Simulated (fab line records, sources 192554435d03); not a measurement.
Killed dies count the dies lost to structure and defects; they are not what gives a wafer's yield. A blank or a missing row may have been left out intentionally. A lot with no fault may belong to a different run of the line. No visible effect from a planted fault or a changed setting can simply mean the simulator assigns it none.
Chamber matching | flow n5Finfet | N5_HKMG_FIN_ALD_36 on aldMetal-02 has 4 sister chambers
The step deposits TiN, target thk 1 nm, pulse time 1 s, purge time 3 s. 8 wafers are shown with their chamber, then 7 later ones without.

## WAFERS, EACH WITH ITS CHAMBER
wafer  | chamber | heaterPowerW (W) | precursorPulseHeightRel
L271.5 | 1       | 879              | 1.012
L277.3 | 0       | 1066             | 0.991
L277.6 | 0       | 1075             | 0.981
L279.1 | 3       | 878              | 0.992
L279.3 | 2       | 920              | 1.012
L279.5 | 1       | 878              | 0.990
L285.1 | 2       | 937              | 1.012
L285.2 | 3       | 858              | 1.018

## WAFERS WITH NO CHAMBER GIVEN
wafer  | heaterPowerW (W) | precursorPulseHeightRel
L285.5 | 926              | 0.985
L291.2 | 889              | 1.008
L291.5 | 862              | 0.968
L291.6 | 924              | 1.011
L292.1 | 941              | 1.022
L292.2 | 879              | 1.024
L292.3 | 1062             | 0.971

## WHICH CHAMBER EACH ONE RAN IN
wafer  | from the rows above     | in truth
L285.5 | 2                       | 2
L291.2 | can't be placed: 1 or 3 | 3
L291.5 | can't be placed: 3 or 1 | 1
L291.6 | 2                       | 2
L292.1 | 2                       | 2
L292.2 | can't be placed: 1 or 3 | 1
L292.3 | 0                       | 0
Placed correctly: 4 of 7. Can't be placed from these rows: 3 (the true chamber is among the candidates in 3). Placed wrongly: 0.
How it was worked out, from the rows above alone: a wafer's distance from a chamber is the root of the sum, over the readings, of the square of ((its reading less the chamber's mean) divided by the reading's scatter). The wafer belongs to the nearest chamber; if the next one is less than 2 further off, it can't be placed. Each chamber's mean is taken over the wafers shown for it. The scatter is the square root of a quotient: the sum, over the shown wafers, of each reading's squared deviation from its chamber's mean, divided by wafers minus chambers.
